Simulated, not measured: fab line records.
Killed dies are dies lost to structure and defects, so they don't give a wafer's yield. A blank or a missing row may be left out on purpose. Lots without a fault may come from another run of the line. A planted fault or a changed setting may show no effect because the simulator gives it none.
Which tool is to blame?    flow n5Finfet    72 wafers from 24 lots sampled at 3 of the route's 1938 steps

== WHAT THE GAUGES READ, wafer by wafer ==
N5_PMOS_HMC_CHANNEL_EPI_INSPECT_11: inspects for defects (macro).
lot   measured     on                rawDefectCount
L074  day 1 17:46  defectInspect-01  1 1 2
L075  day 1 23:31  defectInspect-02  1 2 4
L076  day 2 05:35  defectInspect-01  1 3 1
L077  day 2 11:08  defectInspect-01  2 0 1
L078  day 2 17:25  defectInspect-02  2 2 2
L079  day 2 23:09  defectInspect-02  2 4 3
L080  day 3 05:55  defectInspect-01  2 0 3
L081  day 3 11:02  defectInspect-02  4 3 1
L082  day 3 17:22  defectInspect-02  1 1 3
L083  day 4 00:15  defectInspect-02  4 0 2
L084  day 4 05:13  defectInspect-01  1 1 0
L085  day 4 11:19  defectInspect-02  5 2 3
L086  day 4 17:25  defectInspect-02  4 4 4
L087  day 4 23:44  defectInspect-02  3 0 1
L088  day 5 05:49  defectInspect-02  2 2 1
L089  day 5 11:34  defectInspect-01  3 3 3
L090  day 5 17:02  defectInspect-02  5 2 0
L091  day 5 23:19  defectInspect-02  0 1 2
L092  day 6 05:05  defectInspect-02  6 2 4
L093  day 6 12:20  defectInspect-01  2 1 4
L094  day 6 17:52  defectInspect-02  0 2 1
L095  day 6 23:42  defectInspect-02  3 2 4
L096  day 7 05:34  defectInspect-02  2 5 2
L097  day 7 12:45  defectInspect-01  4 1 3

N5_PMOS_HMC_CHANNEL_EPI_INSPECT_30: inspects for defects (darkfield).
lot   measured     on                rawDefectCount
L074  day 1 20:33  defectInspect-02  16 22 20
L075  day 2 02:18  defectInspect-01  25 21 29
L076  day 2 08:22  defectInspect-01  28 14 20
L077  day 2 14:19  defectInspect-01  17 12 13
L078  day 2 20:53  defectInspect-02  19 30 20
L079  day 3 02:26  defectInspect-01  28 29 34
L080  day 3 09:44  defectInspect-01  18 22 25
L081  day 3 14:07  defectInspect-01  11 11 10
L082  day 3 20:38  defectInspect-01  13 10 20
L083  day 4 03:24  defectInspect-01  10 21 24
L084  day 4 08:29  defectInspect-02  19 31 20
L085  day 4 14:37  defectInspect-01  23 21 20
L086  day 4 20:13  defectInspect-02  12 17 12
L087  day 5 02:41  defectInspect-02  17 23 22
L088  day 5 09:01  defectInspect-01  18 14 21
L089  day 5 14:27  defectInspect-02  19 11 10
L090  day 5 20:31  defectInspect-01  18 13 14
L091  day 6 02:12  defectInspect-01  17 19 16
L092  day 6 08:22  defectInspect-01  18 26 28
L093  day 6 16:10  defectInspect-01  30 16 17
L094  day 6 21:02  defectInspect-01  18 18 20
L095  day 7 02:59  defectInspect-01  20 12 9
L096  day 7 09:05  defectInspect-01  14 20 20
L097  day 7 16:01  defectInspect-01  27 28 17

N5_FIN_SAQP_THK_MEAS_07.
lot   measured     on            thkNm (nm)
L074  day 1 21:34  filmMetro-01  58.6 59.4 60.0
L075  day 2 03:16  filmMetro-01  59.5 60.1 59.4
L076  day 2 09:14  filmMetro-02  59.3 59.1 60.4
L077  day 2 15:30  filmMetro-01  59.9 60.6 60.8
L078  day 2 22:03  filmMetro-02  59.3 59.8 59.4
L079  day 3 03:23  filmMetro-02  59.5 60.3 59.5
L080  day 3 10:35  filmMetro-01  60.1 60.3 61.0
L081  day 3 15:10  filmMetro-02  58.9 58.5 60.0
L082  day 3 21:28  filmMetro-02  60.8 61.4 59.8
L083  day 4 04:39  filmMetro-01  59.4 60.7 60.5
L084  day 4 09:29  filmMetro-01  59.3 60.6 59.3
L085  day 4 16:36  filmMetro-02  58.9 59.8 60.2
L086  day 4 23:11  filmMetro-02  59.1 59.2 60.0
L087  day 5 03:33  filmMetro-02  60.4 60.3 61.1
L088  day 5 10:15  filmMetro-02  59.2 60.6 60.1
L089  day 5 15:28  filmMetro-01  60.8 60.6 61.5
L090  day 5 21:21  filmMetro-02  59.4 58.8 60.4
L091  day 6 03:13  filmMetro-01  60.2 61.1 59.9
L092  day 6 09:13  filmMetro-01  61.4 61.1 61.8
L093  day 6 17:07  filmMetro-02  59.5 59.4 59.2
L094  day 6 21:58  filmMetro-02  59.0 60.6 60.4
L095  day 7 03:49  filmMetro-01  58.5 59.3 60.6
L096  day 7 09:55  filmMetro-02  59.7 59.5 60.4
L097  day 7 16:52  filmMetro-02  59.0 60.5 60.3

== WHICH TOOL RAN EACH LOT (tool, then ch and the chambers of the sampled wafers, then the start) ==
The record shows no process step preceding these readings.

== WHAT THE TOOLS THEMSELVES READ (means of the sampled wafers that have a number; where no wafer has one, the mark that the record gives instead) ==
The record holds no such reading with a usual standard deviation.

== THE ANSWER, worked out from the rows above alone ==
Rule: the lots themselves supply what counts as usual. Put in order of their means at a reading, lots are off if they are a third of the lots or fewer, leave a main group of 4 or more, and stand apart from it by a gap of 3 or more times the standard deviation of the main group's means; of several such gaps the widest counts. Not used: any main group whose means are identical at the precision the tables above print for the reading. A lot without any number at a reading at which 4 lots or more have one is off too. All remaining lots with rows at the step are treated as sound. The gauges are gone through in route order, then the tools' own readings, and for those a lot's mean is taken as printed above. The first step at which some lot is off is used, and at that step the reading that is off furthest; a lot without a number counts as furthest.
Nothing can be told from this: no lot is off at any reading shown.

== WHAT THE SIMULATOR HAD PUT IN ==
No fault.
